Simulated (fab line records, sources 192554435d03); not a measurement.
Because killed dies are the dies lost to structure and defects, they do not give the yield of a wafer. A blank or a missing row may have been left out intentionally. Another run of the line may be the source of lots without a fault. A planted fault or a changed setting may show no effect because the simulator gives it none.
fab line records	flow n5Finfet
[record] lots = 7	wafers = 39
route steps=1938 shown BEOL_M7@1308 BEOL_M10@1488 BEOL_M13@1705 PAD_METAL@1896
startH: hours from the record's first day to the start of the lot's first wafer shown	waitH: how many hours have passed since the lot's step before this one	" unchanged from the row above	L1.1+2: a single row standing in for several wafers	- no value present, or no start provided	* or withheld: withheld	< > ~ a bound
route shown NAME@n: NAME is a module with steps in the file, n the number in the route of the first one	usual: average and standard deviation across the fault-free wafers	same: alike in all rows	chamber/n: place in a boat	sites: readings site by site	_std_site: how widely they spread, as a standard deviation	_edge_site: mean of outer sites minus mean of inner sites	radiusMm: for every site, how far away it sits from the centre of the wafer	mask NAME#n: copy n	behind: tool/chamber where the wafer was last shaped	hold: reason for holding the lot/hours on hold/outcome of the hold	device: the n, p or np transistor that did not switch	end of line: tests run on the same wafers once the route is complete	step lacking rows: just its recipe	killed: dies that structure and defects cost at the first sort, which is not the same as the wafer's yield	map: per-die view of a wafer (x killed, . not killed, _ where there is no die)
set.NAME: setting as actually run; set.NAME@STEP: the setting as run at that earlier step	model.NAME: the simulator's own value behind a step, which no gauge read
lots whose settings were changed on purpose; a table a step, a row a wafer
[[steps]]
[step N5_BEOL_M7_TRENCH_ETCH_37]
[recipe] chemistry = C4F6/O2	targetDepthA = 934.78	target = SiCOH_lowk	timeS = 31.2	ionEnergyEv = 250	pressureMtorr = 30	sourceW = 345	biasW = 185	Ar_flow_sccm = 300	C4F6_flow_sccm = 10	O2_flow_sccm = 10
lot.wafer	tool	chamber	startH	waitH	set.timeS	model.BEOL_M7.featureDepthNm	model.etch.depthNm	model.TiN_of_BEOL_M7_HM_DEP_02.thkNm
L074.1	rieDiel-06	1	-	-	17.55	52.6	52.57	18.8
L074.2	"	2	"	"	17.55	50.4	50.49	19.2
L074.3	"	0	"	"	31.2	89	88.94	17.8
L074.4	"	3	"	"	31.2	92	92.08	17.8
L074.5	"	1	"	"	17.55	52.8	52.81	18.8
L074.6	"	2	"	"	31.2	90.8	90.76	18
L076.1	rieDiel-05	0	-	-	15.4	46.2	46.16	18.2
L076.2	"	3	"	"	15.4	45.2	45.14	18.4
L076.3	"	1	"	"	15.4	45.4	45.48	18.2
L076.4	"	2	"	"	31.2	92.6	92.65	16.8
L076.5	"	0	"	"	31.2	93.6	93.65	17
L076.6	"	1	"	"	31.2	91.8	91.77	16.8
L080.1	rieDiel-01	1	-	-	44.46	138	138	16
L080.2	"	3	"	"	31.2	92.6	92.54	17.8
L080.3	"	2	"	"	31.2	92.8	92.87	17.6
L080.4	"	0	"	"	44.46	134.4	134.4	16.4
L080.5	"	2	"	"	31.2	92.6	92.67	17.8
L080.6	"	1	"	"	44.46	138.2	138.3	16.2
L083.1	rieDiel-06	3	-	-	19.08	56.6	56.58	18.4
L083.2	"	1	"	"	31.2	94	94.05	17
L083.3	"	2	"	"	31.2	90.2	90.18	17.2
L083.4	"	3	"	"	19.08	56.8	56.75	18
L083.5	"	2	"	"	31.2	90.4	90.41	17.2
L083.6	"	1	"	"	19.08	57.2	57.25	18.2
L085.1	rieDiel-06	2	-	-	13.96	40.4	40.32	18.8
L085.2	"	0	"	"	31.2	94.4	94.32	17.6
L085.3	"	1	"	"	31.2	92.4	92.41	17.4
L085.4	"	3	"	"	13.96	41	41.04	18.6
L085.5	"	2	"	"	13.96	40.4	40.36	18.8
L085.6	"	1	"	"	31.2	92.8	92.83	17.2
L089.1	rieDiel-01	2	-	-	31.2	91.8	91.8	17.6
L089.2	"	0	"	"	39.91	119.6	119.6	16.8
L089.3	"	3	"	"	39.91	116.8	116.9	16.8
L089.4	"	1	"	"	31.2	96.2	96.22	17.6
L089.5	"	3	"	"	31.2	91.4	91.46	17.4
L089.6	"	0	"	"	39.91	120	120.1	17
L097.1	rieDiel-01	1	-	-	31.2	96.2	96.2	17.2
L097.2	"	3	"	"	31.2	92.8	92.8	17.4
L097.4	"	0	"	"	31.2	94.4	94.49	17.4
[step N5_BEOL_M7_ETCH_41]
[recipe] chemistry = CH3F/O2	target = SiCN	targetDepthA = 319	taperDeg = 2	timeS = 57.8	ionEnergyEv = 120	maskMaterial = TiN	pressureMtorr = 30	sourceW = 395	biasW = 75	Ar_flow_sccm = 150	CH3F_flow_sccm = 30	O2_flow_sccm = 20
[step N5_BEOL_M7_STRIP_80]
[recipe] chemistry = N2/H2	timeS = 10	powerW = 450	tempC = 40	pressureMtorr = 20	rfFrequencyHz = 6e+07	biasPowerW = 7	n2FlowSccm = 200	h2FlowSccm = 200
[step N5_BEOL_M7_OCD_MEAS_38]
[usual] trenchDepthNm = 92.8/1.8
lot.wafer	tool	chamber	startH	waitH	set.timeS@BEOL_M7_TRENCH_ETCH_37	trenchDepthNm
L074.1	ocd-01	-	188.89	-	17.55	52.8
L074.2	"	-	"	"	17.55	50.7
L074.3	"	-	"	"	31.2	89.2
L074.4	"	-	"	"	31.2	91.8
L074.5	"	-	"	"	17.55	52.8
L074.6	"	-	"	"	31.2	90.7
L076.1	ocd-02	-	213.97	-	15.4	46.1
L076.2	"	-	"	"	15.4	45.2
L076.3	"	-	"	"	15.4	45.2
L076.4	"	-	"	"	31.2	92.7
L076.5	"	-	"	"	31.2	93.7
L076.6	"	-	"	"	31.2	91.5
L080.1	ocd-02	-	235.16	-	44.46	138.5
L080.2	"	-	"	"	31.2	92.8
L080.3	"	-	"	"	31.2	92.7
L080.4	"	-	"	"	44.46	134.1
L080.5	"	-	"	"	31.2	92.6
L080.6	"	-	"	"	44.46	138.7
L083.1	ocd-02	-	240.57	-	19.08	56.6
L083.2	"	-	"	"	31.2	94.1
L083.3	"	-	"	"	31.2	90.7
L083.4	"	-	"	"	19.08	56.7
L083.5	"	-	"	"	31.2	91.0
L083.6	"	-	"	"	19.08	56.9
L085.1	ocd-02	-	270.81	-	13.96	40.2
L085.2	"	-	"	"	31.2	94.4
L085.3	"	-	"	"	31.2	91.9
L085.4	"	-	"	"	13.96	40.9
L085.5	"	-	"	"	13.96	40.1
L085.6	"	-	"	"	31.2	92.7
L089.1	ocd-01	-	301.88	-	31.2	92.0
L089.2	"	-	"	"	39.91	119.9
L089.3	"	-	"	"	39.91	117.6
L089.4	"	-	"	"	31.2	96.0
L089.5	"	-	"	"	31.2	91.3
L089.6	"	-	"	"	39.91	120.8
L097.1	ocd-02	-	342.04	-	31.2	96.3
L097.2	"	-	"	"	31.2	92.9
L097.4	"	-	"	"	31.2	94.0
[step N5_BEOL_M7_HM_STRIP_39]
[recipe] chemistry = peroxideTinStrip	material = TiN	targetDepthA = 250	tempC = 50	timeS = 158
[step N5_BEOL_M7_SRD_40]
[recipe] timeS = 30	tempC = 23	rinseLiquid = diw	dry = ipaMarangoni
[step N5_BEOL_M7_ECD_50]
[recipe] material = Cu	targetThkA = 3000
[step N5_BEOL_M7_ANNEAL_51]
[recipe] tempC = 225	timeS = 90	ambient = N2
[step N5_BEOL_M7_CMP_52]
[recipe] stopOn = SiCOH_lowk	tOverpolishS = 6.9	downForcePsi = 1	platenRpm = 50	clearingPlatenDownForcePsi = 1.5	clearingPlatenRpm = 50	postCmpClean = cuAlkaline	targetThkNm = 80	clearingPlatenPadVelocityMS = 0.99484	padVelocityMS = 0.99484
lot.wafer	tool	chamber	startH	waitH	set.timeS@BEOL_M7_TRENCH_ETCH_37	model.Cu_of_BEOL_M7_ECD_50.thkNm
L074.3	cmp-04	1	191.51	0.2	31.2	75.6
L074.1	"	2	"	"	17.55	38
L074.4	"	3	"	"	31.2	77.4
L074.2	"	0	"	"	17.55	37.6
L074.6	"	1	"	"	31.2	76.4
L074.5	"	2	"	"	17.55	38.6
L076.2	cmp-03	1	216.14	0.2	15.4	32.6
L076.1+3	"	2,3	"	"	15.4	32.4
L076.4+6	"	0,2	"	"	31.2	78
L076.5	"	1	"	"	31.2	80.2
L080.3+5	cmp-01	2	238.44	0.2	31.2	80.2
L080.1+6	"	3	"	"	44.46	125
L080.4	"	0	"	"	44.46	122.8
L080.2	"	1	"	"	31.2	79.8
L083.4+6	cmp-03	0	243.50	0.1	19.08	43.8
L083.2	"	1	"	"	31.2	82.4
L083.3	"	2	"	"	31.2	78.4
L083.1	"	3	"	"	19.08	44.4
L083.5	"	1	"	"	31.2	77.8
L085.2	cmp-01	0	274.01	0.2	31.2	82.4
L085.1	"	1	"	"	13.96	29.4
L085.4	"	2	"	"	13.96	28.4
L085.3	"	3	"	"	31.2	79.2
L085.5	"	0	"	"	13.96	27.2
L085.6	"	1	"	"	31.2	80.6
L089.1	cmp-03	3	304.77	0.3	31.2	78.6
L089.2	"	0	"	"	39.91	106.2
L089.3	"	1	"	"	39.91	105
L089.4	"	2	"	"	31.2	83
L089.5	"	3	"	"	31.2	78.4
L089.6	"	0	"	"	39.91	107.2
L097.4	cmp-01	3	345.55	0.1	31.2	79
L097.1	"	1	"	"	31.2	82.4
L097.2	"	2	"	"	31.2	77.8
[step N5_BEOL_M7_THK_MEAS_53]
[recipe] thkMeasGauge = xrf	reads = Cu_of_BEOL_M7_ECD_50
[usual] M7_THK = 78.8/2.2
lot.wafer	tool	chamber	startH	waitH	set.timeS@BEOL_M7_TRENCH_ETCH_37	M7_THK[nm]
L074.1	filmMetro-01	-	191.80	-	17.55	37.7
L074.2	"	-	"	"	17.55	37.1
L074.3	"	-	"	"	31.2	74.8
L074.4	"	-	"	"	31.2	76.7
L074.5	"	-	"	"	17.55	38.0
L074.6	"	-	"	"	31.2	75.5
L076.1	filmMetro-02	-	216.43	-	15.4	32.1
L076.2	"	-	"	"	15.4	32.4
L076.3	"	-	"	"	15.4	32.3
L076.4	"	-	"	"	31.2	77.8
L076.5	"	-	"	"	31.2	79.7
L076.6	"	-	"	"	31.2	77.2
L080.1	filmMetro-02	-	238.74	-	44.46	123.7
L080.2	"	-	"	"	31.2	78.8
L080.3	"	-	"	"	31.2	79.4
L080.4	"	-	"	"	44.46	121.8
L080.5	"	-	"	"	31.2	78.8
L080.6	"	-	"	"	44.46	123.8
L083.1	filmMetro-02	-	243.79	-	19.08	44.5
L083.2	"	-	"	"	31.2	82.1
L083.3	"	-	"	"	31.2	78.2
L083.4	"	-	"	"	19.08	43.6
L083.5	"	-	"	"	31.2	77.6
L083.6	"	-	"	"	19.08	43.7
L085.1	filmMetro-02	-	274.30	-	13.96	29.2
L085.2	"	-	"	"	31.2	82.2
L085.3	"	-	"	"	31.2	79.0
L085.4	"	-	"	"	13.96	28.4
L085.5	"	-	"	"	13.96	27.3
L085.6	"	-	"	"	31.2	80.5
L089.1	filmMetro-02	-	305.06	-	31.2	77.7
L089.2	"	-	"	"	39.91	105.6
L089.3	"	-	"	"	39.91	103.8
L089.4	"	-	"	"	31.2	82.2
L089.5	"	-	"	"	31.2	77.4
L089.6	"	-	"	"	39.91	106.4
L097.1	filmMetro-01	-	345.85	-	31.2	81.1
L097.2	"	-	"	"	31.2	76.6
L097.4	"	-	"	"	31.2	77.7
[step N5_BEOL_M7_PRE_CLEAN_55]
[recipe] gas = NH3	timeS = 15	tempC = withheld	rfPowerW = 300
[step N5_BEOL_M7_DEP_56]
[recipe] material = SiCN	targetThkA = 100	tempC = withheld	precursor = 3MS/NH3	pressureTorr = 3	rfW = 202	timeS = 17.5
[step N5_BEOL_M7_RS_MEAS_57]
[recipe] thkMeasGauge = four-point-probe	reads = Cu_of_BEOL_M7_ECD_50+Co_of_BEOL_M7_CVD_78+TaN_of_BEOL_M7_ALD_77
[usual] M7_RS = 0.289/0.0088
lot.wafer	tool	chamber	startH	waitH	set.timeS@BEOL_M7_TRENCH_ETCH_37	M7_RS[ohm/sq]
L074.1	filmMetro-02	-	191.97	0.1	17.55	0.718
L074.2	"	-	"	"	17.55	0.724
L074.3	"	-	"	"	31.2	0.306
L074.4	"	-	"	"	31.2	0.297
L074.5	"	-	"	"	17.55	0.705
L074.6	"	-	"	"	31.2	0.302
L076.1	filmMetro-01	-	216.56	0.1	15.4	0.891
L076.2	"	-	"	"	15.4	0.881
L076.3	"	-	"	"	15.4	0.884
L076.4	"	-	"	"	31.2	0.294
L076.5	"	-	"	"	31.2	0.286
L076.6	"	-	"	"	31.2	0.294
L080.1	filmMetro-02	-	238.87	0.1	44.46	0.171
L080.2	"	-	"	"	31.2	0.287
L080.3	"	-	"	"	31.2	0.284
L080.4	"	-	"	"	44.46	0.175
L080.5	"	-	"	"	31.2	0.285
L080.6	"	-	"	"	44.46	0.172
L083.1	filmMetro-02	-	243.92	0.1	19.08	0.587
L083.2	"	-	"	"	31.2	0.276
L083.3	"	-	"	"	31.2	0.293
L083.4	"	-	"	"	19.08	0.600
L083.5	"	-	"	"	31.2	0.295
L083.6	"	-	"	"	19.08	0.598
L085.1	filmMetro-02	-	274.43	0.1	13.96	1.011
L085.2	"	-	"	"	31.2	0.276
L085.3	"	-	"	"	31.2	0.291
L085.4	"	-	"	"	13.96	1.064
L085.5	"	-	"	"	13.96	1.123
L085.6	"	-	"	"	31.2	0.283
L089.1	filmMetro-02	-	305.21	0.1	31.2	0.292
L089.2	"	-	"	"	39.91	0.207
L089.3	"	-	"	"	39.91	0.209
L089.4	"	-	"	"	31.2	0.274
L089.5	"	-	"	"	31.2	0.293
L089.6	"	-	"	"	39.91	0.204
L097.1	filmMetro-01	-	345.98	0.1	31.2	0.276
L097.2	"	-	"	"	31.2	0.295
L097.4	"	-	"	"	31.2	0.290
[step N5_BEOL_M10_ETCH_62]
[recipe] chemistry = N2/H2	target = SOC	targetDepthA = 1100	overetchA = 220	maskMaterial = SiARC	tempC = 40	timeS = 165	ionEnergyEv = 200	pressureMtorr = 30	sourceW = 840	biasW = 150	n2FlowSccm = 200	h2FlowSccm = 200
lot.wafer	tool	chamber	startH	waitH	set.timeS	model.SiARC_of_BEOL_M10_COAT_60.thkNm
L074.1	rieDiel-04	1	213.93	0.0	227.6	21
L074.2	"	2	"	"	227.6	21.4
L074.3	"	0	"	"	165	23.2
L074.4	"	3	"	"	165	23.4
L074.5	"	2	"	"	165	23.8
L074.6	"	1	"	"	227.6	20.8
L076.1+6	rieDiel-02	3	240.22	0.0	165	23.2
L076.2+3+5	"	0,1,2	"	"	165	23.6
L076.4	"	2	"	"	165	23.8
L080.1+5	rieDiel-03	0	253.17	0.0	165	23.2
L080.2	"	2	"	"	127.9	24.8
L080.3	"	3	"	"	165	23.8
L080.4	"	1	"	"	127.9	25
L080.6	"	1	"	"	127.9	25.2
L083.1+3+5	rieDiel-04	0,3,3	261.76	0.0	165	23.4
L083.2+4	"	2,1	"	"	165	23.6
L083.6	"	2	"	"	165	23.8
L085.1+2	rieDiel-02	1,2	295.30	0.0	103.9	26
L085.3	"	0	"	"	103.9	26.2
L085.4	"	3	"	"	165	23.2
L085.5+6	"	2,1	"	"	165	23.6
L089.1+6	rieDiel-04	1	322.90	0.0	165	23.4
L089.2	"	2	"	"	235.8	21
L089.3+4	"	0,3	"	"	235.8	20.4
L089.5	"	2	"	"	165	23.6
L097.1	rieDiel-04	0	371.05	0.0	165	23.4
L097.2	"	3	"	"	165	23.6
L097.4	"	2	"	"	165	23.8
[step N5_BEOL_M10_STRIP_68]
[recipe] chemistry = N2/H2	tempC = 40	n2FlowSccm = 200	h2FlowSccm = 200	rfFrequencyHz = 6e+07
[step N5_BEOL_M10_STRIP_67]
[recipe] chemistry = CF4	resist = SiARC	powerW = 300	biasPowerW = 75	pressureMtorr = 50	cf4FlowSccm = 150	rfFrequencyHz = 6e+07
[step N5_BEOL_M10_HM_OPEN_17]
[recipe] chemistry = Cl2/BCl3	targetDepthA = 200	overetchA = 60	target = TiN	maskMaterial = SOC	ionEnergyEv = 150	pressureMtorr = 10	icpW = 1000	biasW = 126	Cl2_flow_sccm = 53.25	bcl3FlowSccm = 21.75	Ar_flow_sccm = 25
lot.wafer	tool	chamber	startH	waitH	set.timeS@BEOL_M10_ETCH_62	model.etch.depthNm
L074.1	rieMetal-02	0	214.12	0.0	227.6	13.35
L074.2	"	1	"	"	227.6	13.9
L074.3	"	1	"	"	165	20.14
L074.4	"	0	"	"	165	19.87
L074.5	"	0	"	"	165	19.88
L074.6	"	1	"	"	227.6	13.62
L076.1	rieMetal-02	0	240.41	0.0	165	19.78
L076.2	"	1	"	"	165	19.79
L076.3	"	1	"	"	165	20.12
L076.4	"	0	"	"	165	19.97
L076.5	"	1	"	"	165	20.11
L076.6	"	0	"	"	165	19.84
L080.1	rieMetal-02	1	253.36	0.0	165	20.04
L080.2	"	0	"	"	127.9	19.86
L080.3	"	1	"	"	165	20.06
L080.4	"	0	"	"	127.9	20.12
L080.5	"	1	"	"	165	19.88
L080.6	"	0	"	"	127.9	20.18
L083.1	rieMetal-02	1	261.94	0.0	165	19.94
L083.2	"	0	"	"	165	20.3
L083.3	"	0	"	"	165	19.97
L083.4	"	1	"	"	165	19.87
L083.5	"	1	"	"	165	20.02
L083.6	"	0	"	"	165	19.9
L085.1+3	rieMetal-01	0,1	295.49	0.0	103.9	20.35
L085.2	"	1	"	"	103.9	20.53
L085.4	"	0	"	"	165	20.83
L085.5	"	0	"	"	165	20.84
L085.6	"	1	"	"	165	20.23
L089.1	rieMetal-01	0	323.09	0.0	165	20.31
L089.2	"	1	"	"	235.8	13.32
L089.3	"	0	"	"	235.8	13.15
L089.4	"	1	"	"	235.8	13.27
L089.5	"	1	"	"	165	20
L089.6	"	0	"	"	165	20.26
L097.1	rieMetal-01	1	371.24	0.0	165	20.32
L097.2	"	0	"	"	165	20.51
L097.4	"	1	"	"	165	20.55
[step N5_BEOL_M13_SPUTTER_43]
[recipe] material = TaN	targetThkA = 150	tempC = 50	biasV = 168.6	powerW = 15000	chamberPressurePa = 0.12	timeS = 24.19
lot.wafer	tool	chamber	startH	waitH	set.timeS	model.TaN_of_BEOL_M13_SPUTTER_43.thkNm
L074.1+3	pvdSputter-02	-	240.79	0.0	31.76	19.6
L074.2	"	-	"	"	24.19	14.6
L074.4	"	-	"	"	24.19	14.8
L074.5	"	-	"	"	24.19	15
L074.6	"	-	"	"	31.76	19.8
L076.1+2+5	pvdSputter-01	-	257.54	0.0	36.55	22.8
L076.3+4+6	"	-	"	"	24.19	15.2
L080.1+2+3+4+5	pvdSputter-02	-	277.56	0.0	24.19	14.8
L080.6	"	-	"	"	24.19	14.6
L083.1+4	pvdSputter-01	-	284.91	0.0	24.19	15.4
L083.2+5+6	"	-	"	"	24.19	15.2
L083.3	"	-	"	"	24.19	15
L085.1	pvdSputter-03	-	319.81	0.0	34.37	21.2
L085.2+4	"	-	"	"	24.19	14.8
L085.3	"	-	"	"	34.37	21
L085.5	"	-	"	"	34.37	21.4
L085.6	"	-	"	"	24.19	15
L089.1+3	pvdSputter-03	-	348.47	0.0	34.89	21.6
L089.2+6	"	-	"	"	24.19	15
L089.4	"	-	"	"	34.89	21.4
L089.5	"	-	"	"	24.19	14.8
L097.1+2+4	pvdSputter-01	-	394.72	0.0	24.19	15
[step N5_BEOL_M13_SPUTTER_44]
[recipe] material = Ta	targetThkA = 100	tempC = 50	biasV = 80	powerW = 15000	chamberPressurePa = 0.07	timeS = 16.13
[step N5_BEOL_M13_SPUTTER_45]
[recipe] material = Cu	targetThkA = 800	tempC = -20	biasV = 60	powerW = 26000	chamberPressurePa = 0.13	timeS = 13.33
[step N5_BEOL_M13_ECD_47]
[recipe] material = Cu	targetThkA = 9360
[step N5_BEOL_M13_ANNEAL_48]
[recipe] tempC = 225	timeS = 90	ambient = N2
[step N5_BEOL_M13_CMP_49]
[recipe] stopOn = SiOC	tOverpolishS = 17.1	downForcePsi = 1	platenRpm = 50	clearingPlatenDownForcePsi = 1.5	clearingPlatenRpm = 50	postCmpClean = cuAlkaline	targetThkNm = 420	clearingPlatenPadVelocityMS = 0.99484	padVelocityMS = 0.99484
[usual] barrierFieldEndpointS = 30.8/0.57
lot.wafer	tool	chamber	startH	waitH	set.timeS@BEOL_M13_SPUTTER_43	barrierFieldEndpointS
L074.3	cmp-03	1	241.53	0.2	31.76	36.4
L074.1	"	2	"	"	31.76	36.3
L074.2	"	3	"	"	24.19	30.7
L074.4	"	0	"	"	24.19	30.7
L074.5	"	1	"	"	24.19	30.9
L074.6	"	2	"	"	31.76	37.0
L076.4	cmp-02	2	258.30	0.1	24.19	31.2
L076.2	"	3	"	"	36.55	39.3
L076.1	"	0	"	"	36.55	39.6
L076.3	"	1	"	"	24.19	30.7
L076.6	"	2	"	"	24.19	30.4
L076.5	"	3	"	"	36.55	39.0
L080.1	cmp-04	1	278.37	0.3	24.19	30.5
L080.4	"	2	"	"	24.19	30.9
L080.2	"	3	"	"	24.19	30.9
L080.3	"	0	"	"	24.19	32.0
L080.6	"	1	"	"	24.19	30.9
L080.5	"	2	"	"	24.19	30.7
L083.2	cmp-03	3	285.65	0.2	24.19	30.6
L083.3	"	0	"	"	24.19	30.2
L083.1	"	1	"	"	24.19	31.6
L083.4	"	2	"	"	24.19	30.7
L083.5	"	3	"	"	24.19	30.6
L083.6	"	0	"	"	24.19	30.2
L085.2	cmp-03	1	320.81	0.3	24.19	31.2
L085.3	"	2	"	"	34.37	39.0
L085.1	"	3	"	"	34.37	38.6
L085.4	"	0	"	"	24.19	30.4
L085.5	"	1	"	"	34.37	38.8
L085.6	"	2	"	"	24.19	30.4
L089.2	cmp-02	3	349.20	0.2	24.19	30.0
L089.1	"	0	"	"	34.89	38.7
L089.3	"	1	"	"	34.89	38.1
L089.4	"	2	"	"	34.89	38.6
L089.6	"	3	"	"	24.19	29.8
L089.5	"	0	"	"	24.19	30.2
L097.2	cmp-02	1	395.46	0.2	24.19	30.5
L097.4	"	2	"	"	24.19	30.2
L097.1	"	3	"	"	24.19	30.4
[step N5_PASSIVATION_AL_DEP_21]
[recipe] material = Al	targetThkA = 28000	tempC = 400	timeS = 170	powerW = 30000	chamberPressurePa = 0.4	gas = Ar
lot.wafer	tool	chamber	startH	waitH	set.targetThkA	model.Al_of_PASSIVATION_AL_DEP_21.thkNm
L074.1	pvdSputter-03	-	266.56	0.1	18360	1775
L074.2	"	-	"	"	18360	1806
L074.3	"	-	"	"	28000	2786
L074.4	"	-	"	"	18360	1820
L074.5	"	-	"	"	28000	2766
L074.6	"	-	"	"	28000	2731
L076.1	pvdSputter-03	-	280.48	0.1	43100	4329
L076.2	"	-	"	"	28000	2827
L076.3	"	-	"	"	43100	4327
L076.4	"	-	"	"	28000	2783
L076.5	"	-	"	"	43100	4340
L076.6	"	-	"	"	28000	2823
L080.1	pvdSputter-03	-	305.26	0.1	28000	2750
L080.2	"	-	"	"	15040	1513
L080.3	"	-	"	"	28000	2776
L080.4	"	-	"	"	28000	2838
L080.5	"	-	"	"	15040	1472
L080.6	"	-	"	"	15040	1467
L083.1	pvdSputter-03	-	311.12	0.1	28000	2785
L083.2	"	-	"	"	22110	2155
L083.3	"	-	"	"	28000	2735
L083.4	"	-	"	"	28000	2783
L083.5	"	-	"	"	22110	2175
L083.6	"	-	"	"	22110	2121
L085.1	pvdSputter-03	-	345.95	0.1	28000	2795
L085.2	"	-	"	"	28000	2819
L085.3	"	-	"	"	28000	2755
L085.4	"	-	"	"	28000	2820
L085.5	"	-	"	"	28000	2812
L085.6	"	-	"	"	28000	2841
L089.1	pvdSputter-01	-	368.25	0.1	23190	2362
L089.2	"	-	"	"	23190	2351
L089.3	"	-	"	"	23190	2366
L089.4	"	-	"	"	28000	2856
L089.5	"	-	"	"	28000	2859
L089.6	"	-	"	"	28000	2835
L097.1	pvdSputter-01	-	419.12	0.1	28000	2816
L097.2	"	-	"	"	28000	2785
L097.4	"	-	"	"	28000	2757
[[key]]
[split] step = N5_BEOL_M7_TRENCH_ETCH_37	setting = timeS	stated = 31.2	by = wafer
[response] step = N5_BEOL_M7_TRENCH_ETCH_37	reading = model.BEOL_M7.featureDepthNm	change = +0.94	per = 1%	r = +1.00
[response] step = N5_BEOL_M7_TRENCH_ETCH_37	reading = model.etch.depthNm	change = +0.94	per = 1%	r = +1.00
[response] step = N5_BEOL_M7_TRENCH_ETCH_37	reading = model.TiN_of_BEOL_M7_HM_DEP_02.thkNm	change = -0.0272	per = 1%	r = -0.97
[response] step = N5_BEOL_M7_OCD_MEAS_38	reading = trenchDepthNm	change = +0.943	per = 1%	r = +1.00
[response] step = N5_BEOL_M7_CMP_52	reading = model.Cu_of_BEOL_M7_ECD_50.thkNm	change = +0.938	per = 1%	r = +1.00
[response] step = N5_BEOL_M7_THK_MEAS_53	reading = M7_THK	change = +0.934	per = 1%	r = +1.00
[response] step = N5_BEOL_M7_RS_MEAS_57	reading = M7_RS	change = -0.0095	per = 1%	r = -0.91
[split] step = N5_BEOL_M10_ETCH_62	setting = timeS	stated = 165	by = wafer
[response] step = N5_BEOL_M10_ETCH_62	reading = model.SiARC_of_BEOL_M10_COAT_60.thkNm	change = -0.0671	per = 1%	r = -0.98
[response] step = N5_BEOL_M10_HM_OPEN_17	reading = model.etch.depthNm	shape = bent	atLowest = 20.41	atStated = 20.12	atHighest = 13.25
[split] step = N5_BEOL_M13_SPUTTER_43	setting = timeS	stated = 24.19	by = wafer
[response] step = N5_BEOL_M13_SPUTTER_43	reading = model.TaN_of_BEOL_M13_SPUTTER_43.thkNm	change = +0.15	per = 1%	r = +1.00
[response] step = N5_BEOL_M13_CMP_49	reading = barrierFieldEndpointS	change = +0.182	per = 1%	r = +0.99
[split] step = N5_PASSIVATION_AL_DEP_21	setting = targetThkA	stated = 28000	by = wafer
[response] step = N5_PASSIVATION_AL_DEP_21	reading = model.Al_of_PASSIVATION_AL_DEP_21.thkNm	change = +28.2	per = 1%	r = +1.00
